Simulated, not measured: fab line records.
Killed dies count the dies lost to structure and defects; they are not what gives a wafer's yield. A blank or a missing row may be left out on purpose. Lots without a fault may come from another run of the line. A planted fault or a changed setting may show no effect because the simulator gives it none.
Which tool did it?	flow nand harc	11 lots with 33 wafers sampled at 3 steps, on a route of 1159 steps

## WHAT THE GAUGES READ, wafer by wafer
NHARC_A_M1_CD_MEAS_09: target cd 120 nm.
lot	measured	on	cd nm (nm)
L821	day 17 22:20	cd sem-03	120.0 119.9 120.5
L825	day 18 03:44	cd sem-03	120.0 119.9 119.9
L824	day 18 07:00	cd sem-02	120.1 120.1 120.6
L826	day 18 14:49	cd sem-02	121.0 120.6 120.1
L827	day 19 05:02	cd sem-03	120.0 120.9 120.4
L832	day 20 20:56	cd sem-02	113.5 114.5 113.4
L837	day 21 18:09	cd sem-02	113.6 113.8 113.6
L839	day 22 00:13	cd sem-03	119.9 120.4 120.7
L838	day 22 15:13	cd sem-01	120.9 120.4 120.3
L840	day 22 15:22	cd sem-01	120.1 120.4 120.5
L843	day 23 18:01	cd sem-02	120.7 120.5 120.3

## TOOL THAT RAN EACH LOT (tool first, then ch and the chambers of the sampled wafers, then the start)
lot	NHARC_A_M0_DEP_32	NHARC_A_M1_PEB_07
L821	pecvd-03 ch 0,1, day 17 21:05	litho track-04 ch 0, day 17 22:16
L825	pecvd-02 ch 0,2, day 18 02:35	litho track-01 ch 0, day 18 03:40
L824	pecvd-01 ch 1,2, day 18 05:49	litho track-04 ch 0, day 18 06:55
L826	pecvd-03 ch 0,2, day 18 13:42	litho track-04 ch 0, day 18 14:44
L827	pecvd-03 ch 0,1,2, day 19 03:45	litho track-06 ch 0, day 19 04:57
L832	pecvd-02 ch 0,1,2, day 20 19:45	litho track-04 ch 0, day 20 20:51
L837	pecvd-01 ch 0,2, day 21 16:52	litho track-04 ch 0, day 21 18:04
L839	pecvd-01 ch 0,2, day 21 23:05	litho track-01 ch 0, day 22 00:08
L838	pecvd-01 ch 1,2, day 22 13:59	litho track-01 ch 0, day 22 15:08
L840	pecvd-03 ch 0,1,2, day 22 14:07	litho track-06 ch 0, day 22 15:17
L843	pecvd-03 ch 0,1,2, day 23 16:44	litho track-01 ch 0, day 23 17:56
- NHARC_A_M0_DEP_32: deposits SiCN, target thk 30 nm.
- NHARC_A_M1_PEB_07: peb time 65 s.

## WHAT THE TOOLS THEMSELVES READ (means of the sampled wafers that have a number; where no wafer has one, the mark that the record gives instead)
NHARC_A_M0_DEP_32.
lot	tool	heater power w (W)
L821	pecvd-03	592
L825	pecvd-02	620
L824	pecvd-01	552
L826	pecvd-03	606
L827	pecvd-03	673
L832	pecvd-02	559
L837	pecvd-01	624
L839	pecvd-01	594
L838	pecvd-01	615
L840	pecvd-03	603
L843	pecvd-03	649

NHARC_A_M1_PEB_07.
lot	tool	exhaust pa (Pa)	heater power total W (W)
L821	litho track-04	45.0	156.3
L825	litho track-01	44.7	156.6
L824	litho track-04	44.9	156.9
L826	litho track-04	45.3	156.6
L827	litho track-06	45.2	156.7
L832	litho track-04	45.6	173.7
L837	litho track-04	44.9	172.9
L839	litho track-01	44.9	156.5
L838	litho track-01	46.0	156.4
L840	litho track-06	45.1	156.3
L843	litho track-01	45.0	157.0

## THE ANSWER, worked out from the rows above alone
Rule: the lots themselves supply what counts as usual. The widest of any qualifying gaps counts: lots, ordered by their means at a reading, are off when they make up no more than a third of the lots, leave a main group of 4 or more, and stand apart from it by 3 or more times the standard deviation of that group's means. A main group is skipped when, at the precision printed for the reading in the tables above, its means are all equal. Also off: a lot with no number at a reading for which 4 or more lots have one. The other lots that the step has rows for count as sound. The gauges are gone through in route order, then the tools' own readings, and for those a lot's mean is taken as printed above. The first step at which some lot is off is used, and at that step the reading that is off furthest; a lot without a number counts as furthest.
Off: L832, L837, at NHARC_A_M1_CD_MEAS_09 (cd nm). The main group: mean 120.3 nm, standard deviation 0.19.
A tool fits if, at a process step before that reading, it ran every lot that is off, and no sound lot after the first of them. Not tried: the gauges at NHARC_A_M1_CD_MEAS_09; whatever is off there is also off at NHARC_A_M1_PEB_07, on other tools, and gauge error can't account for it. One fits: litho track-04 at NHARC_A_M1_PEB_07. A fault onset in the window from L826 (day 18 14:44, its last sound lot) to L832 (day 20 20:51, its first lot off) fits.
On the lots that are off, the tool's own readings at NHARC_A_M1_PEB_07 differ by more than 5 times the standard deviation of the sound lots' means, which bears it out; heater power total W reads 173.3 W there versus 156.6 W on the sound lots.

## WHAT THE SIMULATOR HAD PUT IN
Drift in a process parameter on litho track-04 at NHARC_A_M1_PEB_07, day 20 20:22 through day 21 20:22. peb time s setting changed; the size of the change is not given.
Shown lots that were struck: L832, L837. The rule above reached the same finding.
